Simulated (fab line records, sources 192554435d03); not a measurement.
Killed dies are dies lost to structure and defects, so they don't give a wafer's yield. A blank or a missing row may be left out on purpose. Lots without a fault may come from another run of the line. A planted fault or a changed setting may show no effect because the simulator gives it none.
Chamber matching | flow n5_finfet | N5_BEOL_M7_CURE_75 on uv_cure-03: 3 sister chambers
The step cures SiCOH lowk, time 120 s. 6 wafers are shown with their chamber, then 11 later ones without.

WAFERS WITH THEIR CHAMBER
wafer  | chamber | wafer_temp_C_max | lamp_power_pct (%)
L078.6 | 1       | 370.9            | 52.29
L083.3 | 0       | 371.5            | 52.34
L083.4 | 0       | 371.8            | 52.27
L085.4 | 2       | 371.4            | 52.35
L085.6 | 2       | 372.5            | 52.31
L086.2 | 1       | 371.0            | 52.25

WAFERS WITHOUT THEIR CHAMBER
wafer  | wafer_temp_C_max | lamp_power_pct (%)
L086.4 | 371.2            | 52.22
L086.5 | 370.9            | 52.42
L090.1 | 371.6            | 52.34
L090.2 | 371.5            | 52.37
L090.6 | 371.3            | 52.30
L092.1 | 371.3            | 52.29
L092.4 | 372.0            | 52.30
L092.5 | 371.9            | 52.26
L092.2 | 371.6            | 52.37
L092.3 | 371.5            | 52.44
L092.6 | 371.3            | 52.34

WHICH CHAMBER EACH WENT THROUGH
wafer  | from the rows above          | in truth
L086.4 | can't be placed: 1 or 0 or 2 | 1
L086.5 | can't be placed: 2 or 0 or 1 | 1
L090.1 | can't be placed: 2 or 0 or 1 | 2
L090.2 | can't be placed: 2 or 0 or 1 | 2
L090.6 | can't be placed: 0 or 1 or 2 | 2
L092.1 | can't be placed: 0 or 1 or 2 | 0
L092.4 | can't be placed: 0 or 2 or 1 | 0
L092.5 | can't be placed: 0 or 2 or 1 | 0
L092.2 | can't be placed: 2 or 0 or 1 | 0
L092.3 | can't be placed: 2 or 0 or 1 | 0
L092.6 | can't be placed: 0 or 2 or 1 | 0
Placed correctly: 0 of 11. Can't be placed from these rows: 11 (the true chamber is among the candidates in 11). Placed wrongly: 0.
How it was worked out, from the rows above alone: a wafer's distance from a chamber is the root of the sum, over the readings, of the square of ((its reading less the chamber's mean) divided by the reading's scatter). The wafer belongs to the nearest chamber; if the next one is less than 2 further off, it can't be placed. A chamber's mean is the mean of its shown wafers. The scatter: the root of (the sum of the squares of (reading less its chamber's mean) over the shown wafers, divided by (wafers less chambers)).
